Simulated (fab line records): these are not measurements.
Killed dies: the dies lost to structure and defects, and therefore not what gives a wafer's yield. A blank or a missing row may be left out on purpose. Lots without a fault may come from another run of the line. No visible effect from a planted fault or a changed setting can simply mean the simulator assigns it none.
fab line records -- flow nand_harc -- part 2 of 2: steps 19 to 28 of 28
record: lots: 5, wafers: 15, last_day: 33
route steps=1302 shown A_SLIT@936 A_SIN_REMOVE@947 A_WL_FILL@952
lots that met no fault: taken from a fault-free run of the same line
start_h: start of the lot's first displayed wafer, in hours after the record's first day -- wait_h: hours since the lot's step before -- " unchanged from the row above -- L1.1+2: a row that stands for several wafers -- - either no value or no given start -- * or withheld: withheld -- < > ~ a bound
route shown NAME@n: NAME is a module with steps in the file, n the number in the route of the first one -- usual: mean and standard deviation over wafers with no fault -- same: alike in all rows -- chamber/n: place in a boat -- sites: per-site readings -- _std_site: the values' standard deviation -- _edge_site: the outer-site mean with the inner-site mean subtracted -- radius_mm: for every site, how far away it sits from the centre of the wafer -- mask NAME#n: copy n -- behind: the most recent tool/chamber to have shaped the wafer -- hold: why the lot was held/for how many hours/how that ended -- device: whichever transistor did not switch (one of n, p or np) -- end of line: the route-end tests of the same wafers -- a step without rows: its recipe alone -- killed: not the wafer's yield, but the dies lost to structure and defects at the first sort -- map: shows each die of a wafer: x if killed, . if not, _ if none is there
set.NAME: the setting as run; set.NAME@STEP: as run at that earlier step -- model.NAME: the simulator's own value behind a step, which no gauge read
lots seen at some steps along the route; tables by step, rows by wafer
services: from which hour (start_h, from the record's first day; less than 0 if before it) a tool's chamber was out of use, for how many hours, and why
== steps ==
step: NHARC_A_WL_FILL_CVD_03
recipe: target_thk_a: 400, temp_c: 300, pressure_torr: 40, wf6_flow_sccm: 40, h2_flow_sccm: 1600, ar_flow_sccm: 1560, time_s: 279, material: W
usual: heater_power_w: 458/33, mfc_h2_sccm: 1600/4.3, throttle_valve_pct: 7.9/0.4
same: time_s: 279
lot.wafer,tool,chamber,start_h,wait_h,heater_power_w,mfc_h2_sccm,throttle_valve_pct
L075.3,cvd_w-01,0,477.25,0.2,505,1601,8.4
L075.4,cvd_w-01,1,477.25,0.2,468,1602,7.9
L075.5,cvd_w-01,1,477.25,0.2,470,1600,7.7
L080.1,cvd_w-02,1,518.61,0.1,444,1597,7.4
L080.2,cvd_w-02,0,518.61,0.1,415,1601,8.1
L080.6,cvd_w-02,0,518.61,0.1,416,1598,8.2
L081.4,cvd_w-02,0,548.33,0.2,410,1602,8.3
L081.3,cvd_w-02,1,548.33,0.2,455,1595,7.2
L081.5,cvd_w-02,0,548.33,0.2,427,1596,8.2
L091.4,cvd_w-02,0,616.91,0.2,418,1602,8.1
L091.3,cvd_w-02,1,616.91,0.2,448,1588,7.5
L091.6,cvd_w-02,0,616.91,0.2,423,1597,8.2
L096.1,cvd_w-02,0,693.74,0.1,432,1599,7.9
L096.3,cvd_w-02,1,693.74,0.1,441,1597,7.2
L096.5,cvd_w-02,1,693.74,0.1,448,1606,7.3
step: NHARC_A_WL_FILL_ETCHBACK_04
recipe: target_depth_a: 600, time_s: 120, chemistry: NF3
usual: drypump_motor_current_A: 5.9/0.33, oes_product_au: 1.000/0.015
same: time_s: 120
lot.wafer,tool,chamber,start_h,wait_h,drypump_motor_current_A,oes_product_au,rf_hours_counter_h
L075.3,rie_metal-02,1,477.58,0.3,5.4,0.991,-
L075.4,rie_metal-02,0,477.58,0.3,5.9,0.977,-
L075.5,rie_metal-02,0,477.58,0.3,5.9,0.987,-
L080.2,rie_metal-03,1,518.99,0.3,5.9,0.997,2.8
L080.1,rie_metal-03,0,518.99,0.3,6.3,1.002,2.8
L080.6,rie_metal-03,1,518.99,0.3,5.8,0.982,-
L081.3,rie_metal-02,1,548.67,0.2,5.4,0.989,-
L081.4,rie_metal-02,0,548.67,0.2,5.9,0.975,-
L081.5,rie_metal-02,0,548.67,0.2,5.9,0.973,-
L091.4,rie_metal-03,1,617.25,0.3,5.9,0.993,-
L091.3,rie_metal-03,0,617.25,0.3,6.2,0.981,-
L091.6,rie_metal-03,1,617.25,0.3,5.9,0.991,-
L096.1,rie_metal-03,0,694.06,0.3,6.3,0.985,2.8
L096.3,rie_metal-03,1,694.06,0.3,5.8,0.987,-
L096.5,rie_metal-03,1,694.06,0.3,5.8,0.998,-
step: NHARC_A_WL_FILL_ETCHBACK_05
recipe: target_depth_a: 220, time_s: 60, temp_c: 40, chemistry: Cl2/BCl3
usual: drypump_motor_current_A: 5.9/0.33, oes_product_au: 1.002/0.015
same: time_s: 60
lot.wafer,tool,chamber,start_h,wait_h,drypump_motor_current_A,oes_product_au,rf_hours_counter_h
L075.3,rie_metal-02,0,477.78,0.2,5.9,0.982,-
L075.4,rie_metal-02,1,477.78,0.2,5.4,1.002,-
L075.5,rie_metal-02,0,477.78,0.2,5.9,0.980,-
L080.1,rie_metal-02,0,519.25,0.2,5.9,0.997,1.0
L080.2,rie_metal-02,1,519.25,0.2,5.4,1.002,1.0
L080.6,rie_metal-02,0,519.25,0.2,5.9,0.999,-
L081.4,rie_metal-02,1,548.87,0.1,5.4,0.997,-
L081.3,rie_metal-02,0,548.87,0.1,5.9,0.983,-
L081.5,rie_metal-02,0,548.87,0.1,5.9,0.985,-
L091.3,rie_metal-03,0,617.45,0.1,6.3,0.991,-
L091.4,rie_metal-03,1,617.45,0.1,5.9,1.015,-
L091.6,rie_metal-03,1,617.45,0.1,5.8,1.011,-
L096.1,rie_metal-03,1,694.31,0.2,5.8,0.996,3.0
L096.3,rie_metal-03,0,694.31,0.2,6.3,0.980,-
L096.5,rie_metal-03,1,694.31,0.2,5.8,0.995,-
step: NHARC_A_WL_FILL_STRIP_27
recipe: power_w: 1500, temp_c: 250, time_s: 20, chemistry: N2/H2
usual: drypump_motor_current_A: 5.6/0.4, heater_power_w: 337/33
same: time_s: 20
lot.wafer,tool,chamber,start_h,wait_h,drypump_motor_current_A,heater_power_w,rf_hours_counter_h
L075.4,plasma_asher-01,1,477.94,0.1,5.6,341,-
L075.3,plasma_asher-01,0,477.94,0.1,5.1,389,-
L075.5,plasma_asher-01,0,477.94,0.1,5.0,407,-
L080.2,plasma_asher-01,1,519.39,0.1,5.6,340,32
L080.1,plasma_asher-01,0,519.39,0.1,5.0,403,32
L080.6,plasma_asher-01,1,519.39,0.1,5.6,337,-
L081.3,plasma_asher-02,0,549.03,0.1,5.6,317,-
L081.4,plasma_asher-02,1,549.03,0.1,6.2,302,-
L081.5,plasma_asher-02,0,549.03,0.1,5.6,320,-
L091.4,plasma_asher-01,0,617.61,0.1,5.0,366,-
L091.3,plasma_asher-01,1,617.61,0.1,5.7,355,-
L091.6,plasma_asher-01,0,617.61,0.1,5.0,365,-
L096.1,plasma_asher-01,0,694.47,0.1,5.0,370,32
L096.3,plasma_asher-01,0,694.47,0.1,5.0,361,-
L096.5,plasma_asher-01,1,694.47,0.1,5.6,365,-
step: NHARC_A_WL_FILL_STRIP_28
recipe: time_s: 1200, temp_c: 72.5, chemistry: post_etch_residue_remover
usual: bath_guard_temp_C: 72.4/0.5
same: time_s: 1200
lot.wafer,tool,chamber,start_h,wait_h,bath_guard_temp_C
L075.3,wet_bench-04,0,478.07,0.1,72.1
L075.4,wet_bench-04,1,478.07,0.1,71.5
L075.5,wet_bench-04,5,478.07,0.1,72.6
L080.2,wet_bench-04,5,519.59,0.2,72.4
L080.6,wet_bench-04,7,519.59,0.2,72.4
L080.1,wet_bench-04,0,519.59,0.2,72.0
L081.4,wet_bench-07,5,549.17,0.1,73.3
L081.5,wet_bench-07,6,549.17,0.1,72.5
L081.3,wet_bench-07,1,549.17,0.1,72.4
L091.3,wet_bench-04,5,617.75,0.1,72.4
L091.4,wet_bench-04,6,617.75,0.1,72.3
L091.6,wet_bench-04,0,617.75,0.1,71.9
L096.5,wet_bench-05,4,694.62,0.1,72.2
L096.3,wet_bench-05,6,694.62,0.1,72.6
L096.1,wet_bench-05,7,694.62,0.1,73.1
step: NHARC_A_WL_FILL_PRECLEAN_06
recipe: time_s: 300, chemistry: DIW
same: time_s: 300
lot.wafer,tool,chamber,start_h,wait_h
L075.3+4+5,wet_bench-04,"0,1,5",-,-
L080.2+6+1,wet_bench-04,"5,7,0",-,-
L081.4+5+3,wet_bench-07,"5,6,1",-,-
L091.3+4+6,wet_bench-04,"5,6,0",-,-
L096.5+3+1,wet_bench-05,"4,6,7",-,-
step: NHARC_A_WL_FILL_SRD_07
lot.wafer,tool,chamber,start_h,wait_h
L075.3+4+5,wet_bench-04,"0,1,5",-,-
L080.2+6+1,wet_bench-04,"5,7,0",-,-
L081.4+5+3,wet_bench-07,"5,6,1",-,-
L091.3+4+6,wet_bench-04,"5,6,0",-,-
L096.5+3+1,wet_bench-05,"4,6,7",-,-
step: NHARC_A_WL_FILL_ANNEAL_08
recipe: temp_c: 450, time_s: 1800
usual: spike_tc_lower_C: 450.0/1.2, zone_power_lower_pct: 4.7/0.38
same: time_s: 1800
lot.wafer,tool,chamber,start_h,wait_h,spike_tc_lower_C,zone_power_lower_pct
L075.3,furnace-04,0,482.34,-,451.7,4.5
L075.4,furnace-04,0,482.34,-,450.7,4.6
L075.5,furnace-04,0,482.34,-,450.6,4.6
L080.1,furnace-05,0,523.28,-,448.6,4.5
L080.2,furnace-05,0,523.28,-,447.7,4.5
L080.6,furnace-05,0,523.28,-,448.4,4.6
L081.3,furnace-05,0,557.88,-,448.9,4.5
L081.4,furnace-05,0,557.88,-,450.2,4.6
L081.5,furnace-05,0,557.88,-,450.7,4.5
L091.3,furnace-01,0,621.33,-,448.7,5.6
L091.4,furnace-01,0,621.33,-,448.5,5.7
L091.6,furnace-01,0,621.33,-,449.0,5.7
L096.1,furnace-04,0,697.86,-,451.0,4.4
L096.3,furnace-04,0,697.86,-,450.9,4.5
L096.5,furnace-04,0,697.86,-,450.1,4.5
step: NHARC_A_WL_FILL_ALD_10
recipe: target_thk_a: 500, pulse_time_s: 10, ald_cycles: 500, temp_c: 300, material: SiO2
usual: heater_power_w: 476/51, precursor_pulse_height_rel: 1.000/0.022
lot.wafer,tool,chamber,start_h,wait_h,heater_power_w,precursor_pulse_height_rel
L075.3,ald_hk-03,3,484.88,1.1,495,0.999
L075.4,ald_hk-03,0,484.88,1.1,483,1.014
L075.5,ald_hk-03,1,484.88,1.1,410,1.030
L080.1,ald_hk-02,3,524.76,0.1,448,1.050
L080.2,ald_hk-02,0,524.76,0.1,510,0.964
L080.6,ald_hk-02,3,526.78,2.1,454,1.021
L081.4,ald_hk-04,1,559.88,0.6,468,1.014
L081.3,ald_hk-04,3,560.89,1.6,509,1.023
L081.5,ald_hk-04,0,560.89,1.6,545,1.021
L091.3,ald_hk-02,0,623.33,0.6,536,0.986
L091.4,ald_hk-02,2,624.36,1.6,395,1.015
L091.6,ald_hk-02,0,625.40,2.6,553,0.979
L096.3,ald_hk-04,3,699.90,0.6,496,1.025
L096.1,ald_hk-04,1,700.92,1.6,447,0.992
L096.5,ald_hk-04,2,700.92,1.6,470,1.028
step: NHARC_A_WL_FILL_ETCHBACK_16
recipe: target_depth_a: 1200, time_s: 24, c4f8_flow_sccm: withheld, o2_flow_sccm: 8, ar_flow_sccm: withheld, rf_w: 600, bias_w: 800, chemistry: C4F8/O2/Ar
usual: oes_product_au: 0.98/0.034, rf_fwd_power_W: 589/3.4, rf_vpp_V: 722/4.7
same: time_s: 24
lot.wafer,tool,chamber,start_h,wait_h,oes_product_au,rf_fwd_power_W,rf_hours_counter_h,rf_vpp_V
L075.4,rie_diel-11,3,-,-,0.98,582,1.0,720
L075.3,rie_diel-11,0,-,-,1.00,589,1.3,720
L075.5,rie_diel-11,1,-,-,0.99,587,-,729
L080.2,rie_diel-08,1,-,-,0.92,587,9.8,722
L080.1,rie_diel-08,2,-,-,0.95,585,9.7,718
L080.6,rie_diel-08,0,-,-,0.92,593,-,720
L081.3,rie_diel-08,0,-,-,1.00,592,0.2,719
L081.4,rie_diel-08,2,-,-,1.01,588,0.3,718
L081.5,rie_diel-08,0,-,-,1.00,591,-,721
L091.3,rie_diel-11,1,-,-,1.00,589,0.6,730
L091.4,rie_diel-11,3,-,-,1.00,586,0.8,720
L091.6,rie_diel-11,1,-,-,1.01,589,-,731
L096.1,rie_diel-06,3,-,-,1.00,586,0.5,728
L096.3,rie_diel-06,0,-,-,1.01,591,0.5,716
L096.5,rie_diel-06,1,-,-,0.98,585,-,723
== services ==
tool,chamber,start_h,hours,kind
rie_metal-02,-,454.00,9.0,pm
rie_diel-09,3,458.37,10.4,repair
wet_bench-02,-,466.57,1.0,repair
rie_diel-09,3,471.46,5.5,repair
rie_diel-09,3,484.33,11.9,repair
rie_diel-09,-,497.59,9.0,pm
rie_metal-03,-,519.19,9.0,pm
wet_bench-09,-,528.80,8.0,pm
rie_diel-09,-,531.29,6.0,repair
rie_diel-04,-,531.90,9.0,pm
rie_diel-02,-,570.70,9.0,pm
rie_diel-04,3,571.89,9.2,repair
wet_bench-04,-,579.20,8.0,pm
rie_diel-09,-,579.40,3.3,repair
wet_bench-02,-,596.00,8.0,pm
rie_diel-09,2,596.87,9.9,repair
rie_diel-09,2,611.48,26.6,repair
rie_diel-02,-,622.20,0.4,repair
rie_diel-04,2,626.79,2.9,repair
rie_metal-02,-,631.00,9.0,pm
wet_bench-02,-,648.96,1.3,repair
rie_diel-04,2,653.33,14.9,repair
rie_diel-09,-,674.59,9.0,pm
rie_metal-03,-,696.19,9.0,pm
